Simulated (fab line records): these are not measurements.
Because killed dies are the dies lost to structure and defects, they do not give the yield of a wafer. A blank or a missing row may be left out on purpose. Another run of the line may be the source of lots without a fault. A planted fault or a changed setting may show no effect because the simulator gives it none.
fab line records	flow nandHarc
[record] lots = 5	wafers = 15	lastDay = 32
route steps=1302 shown A_M0@1139 END@1302
lots with no fault: from the same line, run without faults
startH: hours from the record's first day to the start of the lot's first wafer shown	waitH: how many hours have passed since the lot's step before this one	" the same as in the row above	L1.1+2: a single row standing in for several wafers	- no value, or no start given	* or withheld: withheld	< > ~ a bound
route shown NAME@n: a module of which the file shows steps, and the number in the route of the first	usual: average and standard deviation across the fault-free wafers	same: alike in all rows	chamber/n: place in a boat	sites: the reading at each site	_std_site: the standard deviation of these	_edge_site: outer sites' mean less inner sites'	radiusMm: for every site, how far away it sits from the centre of the wafer	mask NAME#n: copy n	behind: the most recent tool/chamber to have shaped the wafer	hold: why the lot was held/for how many hours/how that ended	device: transistor that didn't switch, given as n, p or np	end of line: the same wafers' tests at the end of the route	a step with no rows: only its recipe	killed: dies that structure and defects cost at the first sort, which is not the same as the wafer's yield	map: a wafer's dies, x killed, . not, _ none there
set.NAME: the setting as run; set.NAME@STEP: as run at that earlier step	model.NAME: the simulator's own value behind a step, which no gauge read
a table for each step, a row for each wafer; lots at some steps of the route
services: the hour from which a tool's chamber was out of use, counted from the record's first day as startH (under 0 if before that day), plus the number of hours and why
[[steps]]
[step NHARC_A_M0_HMDS_02]
[recipe] timeS = 30
[step NHARC_A_M0_COAT_33]
[recipe] tempC = 200	timeS = 65
[step NHARC_A_M0_COAT_03]
[recipe] spinRpm = 1500	resistThkNm = 90
[step NHARC_A_M0_SOFTBAKE_04]
[recipe] tempC = 105	timeS = 55
[step NHARC_A_M0_EBR_05]
[step NHARC_A_M0_EXPOSE_06]
[recipe] na = 1.35	targetCdNm = 80	doseMj = 83.25	maskId = A_M0
[step NHARC_A_M0_PEB_07]
[recipe] pebTempC = 100	pebTimeS = 65
[step NHARC_A_M0_DEVELOP_08]
[recipe] developTimeS = 35	devTempC = 23
[step NHARC_A_M0_CD_MEAS_09]
[recipe] targetCdNm = 80	landingEnergyEv = 500
[usual] cdNm = 79.7/0.6
lot.wafer	tool	chamber	startH	waitH	cdNm
L635.3	cdSem-01	0	558.35	-	79.6
L635.4	"	0	"	"	79.9
L635.5	"	0	"	"	80.1
L643.1	cdSem-01	0	645.49	-	80.6
L643.2	"	0	"	"	80.0
L643.6	"	0	"	"	79.1
L642.1	cdSem-01	0	651.59	-	80.2
L642.5	"	0	"	"	79.8
L642.6	"	0	"	"	80.1
L646.1	cdSem-01	0	657.64	-	78.6
L646.3	"	0	"	"	78.3
L646.5	"	0	"	"	79.2
L655.1	cdSem-03	0	736.10	-	78.5
L655.3	"	0	"	"	80.3
L655.6	"	0	"	"	79.8
[step NHARC_A_M0_OVL_MEAS_10]
[recipe] pitchNm = 160
[usual] overlayXNm = 0.3/0.76	overlayYNm = 0.0/0.65
lot.wafer	tool	chamber	startH	waitH	overlayXNm	overlayYNm
L635.3	overlay-02	-	558.43	-	-0.5	-0.4
L635.4	"	-	"	"	-0.4	-0.4
L635.5	"	-	"	"	-0.6	-0.1
L643.1	overlay-02	-	645.58	-	-0.4	-0.5
L643.2	"	-	"	"	-0.5	0.0
L643.6	"	-	"	"	0.0	0.1
L642.1	overlay-01	-	651.68	-	-0.1	-0.9
L642.5	"	-	"	"	-0.3	-0.9
L642.6	"	-	"	"	-0.8	-0.7
L646.1	overlay-02	-	657.73	-	0.8	-0.9
L646.3	"	-	"	"	0.9	-0.5
L646.5	"	-	"	"	0.9	-0.7
L655.1	overlay-02	-	736.19	-	0.5	-0.4
L655.3	"	-	"	"	0.5	-0.5
L655.6	"	-	"	"	0.3	0.4
[step NHARC_A_M0_INSPECT_11]
[usual] rawDefectCount = 82/34
lot.wafer	tool	chamber	startH	waitH	rawDefectCount
L635.3	defectInspect-02	-	558.47	0.0	71
L635.4	"	-	"	"	66
L635.5	"	-	"	"	47
L643.1	defectInspect-02	-	645.62	0.0	64
L643.2	"	-	"	"	66
L643.6	"	-	"	"	70
L642.1	defectInspect-01	-	651.71	0.0	105
L642.5	"	-	"	"	85
L642.6	"	-	"	"	98
L646.1	defectInspect-02	-	657.77	0.0	94
L646.3	"	-	"	"	75
L646.5	"	-	"	"	92
L655.1	defectInspect-02	-	736.22	0.0	59
L655.3	"	-	"	"	54
L655.6	"	-	"	"	40
[step NHARC_A_M0_DESCUM_14]
[recipe] timeS = 3	o2FlowSccm = 200	arFlowSccm = 0	biasPowerW = 0	chemistry = O2
[usual] drypumpMotorCurrentA = 5.7/0.46	oesProductAu = 0.996/0.01	rfVppV = 57.9/0.88	showerheadPlenumPTorr = 1.93/0.086	throttleValvePct = 11.312/0.0095
[same] biasPowerW = 0
lot.wafer	tool	chamber	startH	waitH	drypumpMotorCurrentA	oesProductAu	rfHoursCounterH	rfVppV	showerheadPlenumPTorr	throttleValvePct
L635.4	rieDiel-12	3	558.53	0.1	6.1	1.005	5.0	57.9	2.04	11.299
L635.3	"	1	"	"	5.4	1.000	4.7	58.9	1.94	11.313
L635.5	"	2	"	"	5.8	1.011	-	57.2	1.98	11.297
L643.2	rieDiel-12	2	645.70	0.1	5.8	0.989	0.5	58.7	1.98	11.316
L643.1	"	3	"	"	6.0	1.011	0.4	58.2	2.04	11.316
L643.6	"	0	"	"	4.8	0.996	-	57.6	1.79	11.316
L642.1	rieDiel-01	3	651.78	0.1	6.2	0.988	6.2	58.4	1.96	11.303
L642.6	"	3	"	"	6.2	0.993	-	57.3	1.96	11.330
L642.5	"	0	"	"	5.2	0.989	-	58.2	1.86	11.308
L646.1	rieDiel-12	3	657.83	0.1	6.1	1.003	0.9	57.3	2.04	11.317
L646.3	"	2	"	"	5.9	1.001	1.1	57.0	1.98	11.312
L646.5	"	3	"	"	6.1	1.012	-	59.0	2.04	11.303
L655.1	rieDiel-09	0	736.30	0.1	5.6	0.996	1.8	58.8	2.05	11.306
L655.3	"	1	"	"	6.0	1.004	1.6	59.9	1.89	11.299
L655.6	"	2	"	"	6.4	0.991	-	57.2	1.80	11.320
[step NHARC_A_M0_ETCH_34]
[recipe] targetDepthA = 400	overetchA = 120	timeS = 43.94	ionEnergyEv = 200	n2FlowSccm = 150	h2FlowSccm = 150	arFlowSccm = 0	rfW = 400	biasW = 150	chemistry = N2/H2
[usual] drypumpMotorCurrentA = 5.6/0.48	oesProductAu = 0.998/0.0097	rfVppV = 430.9/2.7	runLengthS = 65.6/0.42	showerheadPlenumPTorr = 2.05/0.094	throttleValvePct = 14.171/0.0091
lot.wafer	tool	chamber	startH	waitH	drypumpMotorCurrentA	oesProductAu	rfHoursCounterH	rfVppV	runLengthS	showerheadPlenumPTorr	throttleValvePct
L635.3	rieDiel-12	3	558.61	0.1	6.1	1.010	5.0	434.3	65.7	2.18	14.171
L635.4	"	1	"	"	5.4	1.018	4.7	432.1	65.1	2.07	14.167
L635.5	"	0	"	"	4.8	1.004	-	427.6	66.1	1.90	14.169
L643.2	rieDiel-12	0	645.78	0.1	4.9	0.994	0.6	427.9	65.8	1.90	14.144
L643.1	"	1	"	"	5.4	1.015	0.7	431.1	65.5	2.07	14.174
L643.6	"	3	"	"	6.1	1.007	-	433.7	65.4	2.18	14.169
L642.1	rieDiel-01	3	651.89	0.1	6.3	0.994	6.2	433.2	65.0	2.09	14.180
L642.5	"	2	"	"	6.0	0.997	-	433.1	65.3	2.14	14.183
L642.6	"	3	"	"	6.3	0.996	-	430.5	65.3	2.09	14.175
L646.1	rieDiel-12	1	657.91	0.1	5.4	1.013	1.3	431.1	65.7	2.07	14.175
L646.3	"	2	"	"	5.8	1.001	1.1	432.6	55.3	2.11	14.186
L646.5	"	2	"	"	5.8	0.995	-	431.7	65.9	2.11	14.167
L655.3	rieDiel-09	0	736.37	0.1	5.6	0.988	1.8	435.4	65.8	2.19	14.168
L655.1	"	1	"	"	6.0	1.008	1.6	429.0	65.9	2.01	14.181
L655.6	"	0	"	"	5.6	0.993	-	435.3	65.3	2.19	14.176
[step NHARC_A_M0_ETCH_15]
[recipe] targetDepthA = 1500	overetchA = 150	timeS = 82.5	c4f8FlowSccm = withheld	arFlowSccm = 400	rfW = 600	biasW = 300	chemistry = C4F8/Ar
[usual] oesProductAu = 0.946/0.022	rfVppV = 441.2/2.9	runLengthS = 104.2/0.43
lot.wafer	tool	chamber	startH	waitH	oesProductAu	rfHoursCounterH	rfVppV	runLengthS
L635.4	rieDiel-12	0	-	-	0.937	4.9	436.4	104.3
L635.3	"	1	"	"	0.942	4.7	441.9	103.7
L635.5	"	1	"	"	0.930	-	442.1	104.1
L643.1	rieDiel-12	0	-	-	0.958	0.6	437.4	104.5
L643.2	"	2	"	"	0.979	0.6	444.2	104.4
L643.6	"	0	"	"	0.943	-	438.7	104.3
L642.1	rieDiel-01	3	-	-	0.912	6.2	442.0	103.7
L642.5	"	3	"	"	0.917	-	442.8	103.5
L642.6	"	2	"	"	0.961	-	443.1	104.1
L646.1	rieDiel-12	3	-	-	0.929	0.9	444.4	104.6
L646.3	"	1	"	"	0.935	1.3	441.3	103.6
L646.5	"	3	"	"	0.915	-	444.4	104.8
L655.3	rieDiel-09	2	-	-	0.950	2.1	437.7	104.1
L655.1	"	3	"	"	0.954	2.3	441.8	103.6
L655.6	"	3	"	"	0.952	-	440.3	103.4
[step NHARC_END_SORT_01]
[recipe] tempC = 25
[usual] defectLimitedYield = 91.8/2.5	killedAtArray = 51/17	killedAtOther = 1.0/1.2	killedAtPeriphery = 3.4/2.5	killedDies = 56/17	killedOpen = 3.3/2.1	killedShort = 2.6/1.6	sort_bin_2_pct = 2.8/1.1	sort_bin_3_pct = 0.6/0.34	sort_bin_4_pct = 4.9/1.5	sortNPass = 621/17	sortRimYieldPct = 93/4	sortYieldPct = 91.8/2.5
[same] grossDies = 677	sort_bin_5_pct[%] = 0	sort_bin_6_pct[%] = 0	sort_bin_7_pct[%] = 0	sort_bin_8_pct[%] = 0	sortRimNGross = 106.00
lot.wafer	tool	chamber	startH	waitH	defectLimitedYield[%]	killedAtArray	killedAtOther	killedAtPeriphery	killedDies	killedOpen	killedShort	sort_bin_2_pct[%]	sort_bin_3_pct[%]	sort_bin_4_pct[%]	sortNPass	sortRimYieldPct[%]	sortYieldPct[%]
L635.3	prober-01	0	600.46	3.1	90.5	55	4	5	64	4	1	3.1	1.0	5.3	613	96	90.5
L635.4	prober-01	0	601.25	3.4	92.2	49	2	2	53	2	0	2.4	0.3	5.2	624	92	92.2
L635.5	prober-01	0	602.05	3.7	92.8	43	3	3	49	6	5	1.8	0.6	4.9	628	94	92.8
L642.1	prober-02	0	689.01	2.5	91.9	53	0	2	55	0	4	2.7	0.7	4.7	622	82	91.9
L642.5	prober-02	0	692.23	3.7	92.9	43	0	5	48	5	4	2.4	0.9	3.8	629	88	92.9
L642.6	prober-02	0	693.04	4.0	88.2	76	1	3	80	4	5	4.0	0.3	7.5	597	92	88.2
L643.1	prober-01	0	696.72	2.4	92.3	47	2	3	52	0	6	3.1	0.9	3.7	625	93	92.3
L643.2	prober-01	0	697.52	2.8	95.3	26	4	2	32	2	4	1.0	0.4	3.2	645	92	95.3
L643.6	prober-01	0	700.73	4.0	95.0	33	0	1	34	1	4	1.2	0.3	3.5	643	89	95.0
L646.1	prober-02	0	702.09	2.5	88.9	70	0	5	75	2	2	3.7	0.6	6.8	602	92	88.9
L646.3	prober-02	0	703.71	3.1	93.2	42	0	4	46	6	2	2.4	0.1	4.3	631	92	93.2
L646.5	prober-02	0	705.34	3.7	89.5	68	1	2	71	3	2	2.7	0.4	7.4	606	98	89.5
L655.1	prober-02	0	772.29	2.5	91.0	61	0	0	61	4	4	3.2	0.1	5.6	616	92	91.0
L655.3	prober-02	0	773.88	3.1	91.9	54	0	1	55	5	6	3.1	0.4	4.6	622	95	91.9
L655.6	prober-02	0	776.28	4.0	95.4	30	0	1	31	2	2	1.0	0.4	3.1	646	94	95.4
// killed by level:class
L635.3 A_SLIT:chamberFilmFlake=27 A_STAIRCASE:chamberFilmFlake=14 A_CONTACT:chamberFilmFlake=5 A_CHANNEL_HOLE_D2:chamberFilmFlake=3 P_CONTACT:chamberFilmFlake=3 THIN_TSV:chamberFilmFlake=3 A_CHANNEL_HOLE_D1:chamberFilmFlake=2 A_ONON_D1:geometricParticle:open=1
L635.4 A_SLIT:chamberFilmFlake=19 A_STAIRCASE:chamberFilmFlake=13 A_CHANNEL_HOLE_D2:chamberFilmFlake=8 A_CONTACT:chamberFilmFlake=6 A_WL_FILL:chamberFilmFlake=2 P_M0:geometricParticle:open=1 STARTING-WAFER:geometricParticle:open=1 P_ZERO_WELL:chamberFilmFlake=1
L635.5 A_SLIT:chamberFilmFlake=18 A_STAIRCASE:chamberFilmFlake=12 P_CONTACT:geometricParticle:open=2 A_CHANNEL_FILL_D1:geometricParticle:short=2 A_ONON_D2:geometricParticle:short=2 THIN_TSV:chamberFilmFlake=2 A_ONON_D2:geometricParticle:open=1 A_CHANNEL_FILL_D2:geometricParticle:open=1
L642.1 A_CHANNEL_HOLE_D2:chamberFilmFlake=22 A_CHANNEL_HOLE_D1:chamberFilmFlake=12 A_CONTACT:chamberFilmFlake=7 A_STAIRCASE:chamberFilmFlake=4 P_STI:chamberFilmFlake=2 A_DECK1_JOINT:chamberFilmFlake=2 A_SLIT:chamberFilmFlake=2 A_CHANNEL_FILL_D1:geometricParticle:short=1
L642.5 A_CHANNEL_HOLE_D2:chamberFilmFlake=15 A_CHANNEL_HOLE_D1:chamberFilmFlake=13 A_SLIT:chamberFilmFlake=4 P_STI:chamberFilmFlake=3 A_CONTACT:chamberFilmFlake=2 P_M0:geometricParticle:open=1 A_CHANNEL_FILL_D1:geometricParticle:short=1 A_CHANNEL_HOLE_D2:geometricParticle:short=1
L642.6 A_CHANNEL_HOLE_D1:chamberFilmFlake=41 A_CHANNEL_HOLE_D2:chamberFilmFlake=15 A_CONTACT:chamberFilmFlake=6 A_SLIT:chamberFilmFlake=3 P_CONTACT:geometricParticle:short=1 P_M0:geometricParticle:open=1 A_ONON_D1:geometricParticle:short=1 A_CHANNEL_HOLE_D1:geometricParticle:short=1
L643.1 A_CHANNEL_HOLE_D1:chamberFilmFlake=34 A_M0:geometricParticle:short=4 A_CHANNEL_HOLE_D2:unspecified=2 A_SLIT:chamberFilmFlake=2 A_CONTACT:chamberFilmFlake=2 THIN_TSV:chamberFilmFlake=2 P_M0:geometricParticle:short=1 A_SGD_CUT:geometricParticle:short=1
L643.2 A_CHANNEL_HOLE_D1:chamberFilmFlake=10 A_CONTACT:chamberFilmFlake=6 THIN_TSV:chamberFilmFlake=4 A_CHANNEL_FILL_D2:geometricParticle:short=2 A_CHANNEL_HOLE_D2:unspecified=2 P_M2:geometricParticle:short=1 A_ONON_D2:geometricParticle:open=1 A_CHANNEL_FILL_D2:geometricParticle:open=1
L643.6 A_CHANNEL_HOLE_D1:chamberFilmFlake=14 A_CONTACT:chamberFilmFlake=5 A_M0:geometricParticle:short=2 A_DECK1_JOINT:chamberFilmFlake=2 A_CHANNEL_HOLE_D2:chamberFilmFlake=2 A_ONON_D2:geometricParticle:short=1 A_CHANNEL_FILL_D2:geometricParticle:open=1 A_WL_FILL:geometricParticle:short=1
L646.1 A_CHANNEL_HOLE_D1:chamberFilmFlake=35 A_CHANNEL_HOLE_D2:chamberFilmFlake=20 A_CONTACT:chamberFilmFlake=8 A_WL_FILL:geometricParticle:short=2 P_ZERO_WELL:chamberFilmFlake=2 P_GATE:chamberFilmFlake=2 A_SLIT:chamberFilmFlake=2 P_STI:geometricParticle:open=1
L646.3 A_CHANNEL_HOLE_D2:chamberFilmFlake=17 A_CHANNEL_HOLE_D1:chamberFilmFlake=10 A_CONTACT:chamberFilmFlake=7 A_WL_FILL:geometricParticle:short=2 A_WL_FILL:geometricParticle:open=2 P_CONTACT:geometricParticle:open=1 A_ONON_D2:geometricParticle:open=1 A_CHANNEL_FILL_D2:geometricParticle:open=1
L646.5 A_CHANNEL_HOLE_D1:chamberFilmFlake=42 A_CHANNEL_HOLE_D2:chamberFilmFlake=17 A_CONTACT:chamberFilmFlake=3 P_M0:geometricParticle:open=1 A_CHANNEL_HOLE_D1:geometricParticle:short=1 A_ONON_D2:geometricParticle:open=1 A_ONON_D2:geometricParticle:short=1 A_WL_FILL:geometricParticle:open=1
L655.1 A_CHANNEL_HOLE_D1:chamberFilmFlake=20 A_CONTACT:chamberFilmFlake=16 A_SLIT:chamberFilmFlake=11 A_CHANNEL_HOLE_D2:chamberFilmFlake=3 A_ONON_D1:geometricParticle:open=1 A_ONON_D1:geometricParticle:short=1 A_CHANNEL_HOLE_D1:geometricParticle:short=1 A_CHANNEL_FILL_D1:geometricParticle:open=1
L655.3 A_CHANNEL_HOLE_D1:chamberFilmFlake=17 A_SLIT:chamberFilmFlake=14 A_CONTACT:chamberFilmFlake=11 A_ONON_D2:geometricParticle:short=2 P_M0:geometricParticle:short=1 A_ONON_D1:geometricParticle:short=1 A_CHANNEL_FILL_D1:geometricParticle:short=1 A_DECK1_JOINT:geometricParticle:open=1
L655.6 A_CHANNEL_HOLE_D1:chamberFilmFlake=17 A_CONTACT:chamberFilmFlake=5 A_SLIT:chamberFilmFlake=2 P_M0:geometricParticle:open=1 A_CHANNEL_FILL_D1:geometricParticle:short=1 A_CHANNEL_FILL_D2:geometricParticle:short=1 A_SGD_CUT:geometricParticle:open=1 A_CHANNEL_FILL_D2:chamberFilmFlake=1
[[services]]
tool	chamber	startH	hours	kind
rieDiel-12	0	552.45	-	clean
rieDiel-12	1	552.45	-	clean
rieDiel-12	2	552.45	-	clean
rieDiel-12	3	552.45	-	clean
rieDiel-01	-	557.84	9.0	pm
rieDiel-12	1	564.88	5.5	repair
rieDiel-01	2	567.12	3.8	repair
rieDiel-01	1	568.25	6.7	repair
rieDiel-12	0	576.95	-	clean
rieDiel-12	1	576.95	-	clean
rieDiel-12	2	576.95	-	clean
rieDiel-12	3	576.95	-	clean
rieDiel-01	3	581.73	14.2	repair
rieDiel-12	0	601.45	-	clean
rieDiel-12	1	601.45	-	clean
rieDiel-12	2	601.45	-	clean
rieDiel-12	3	601.45	-	clean
rieDiel-09	3	602.87	3.5	repair
rieDiel-12	-	622.40	9.0	pm
rieDiel-01	1	644.72	9.7	repair
rieDiel-09	2	658.45	4.9	repair
rieDiel-09	-	674.10	9.0	pm
rieDiel-01	3	726.12	5.6	repair
rieDiel-01	-	734.84	9.0	pm
[[key]]
[firstSign] step = NHARC_A_M0_ETCH_34	reading = runLengthS	direction = down	sigmas = 25	usual = *	struck = *
effect none on later readings
metAt NHARC_A_M0_ETCH_34
struckWafers L646.3
onsetBetween 645.78 657.91
[fault] kind = processParameterDrift	tool = rieDiel-12	chamber = -	onsetH = 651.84	steps = NHARC_A_M0_ETCH_34	channel = timeS	offset = *	shape = step	endH = 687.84	scope = struckWafersOnly	actsIn = *	stated = *
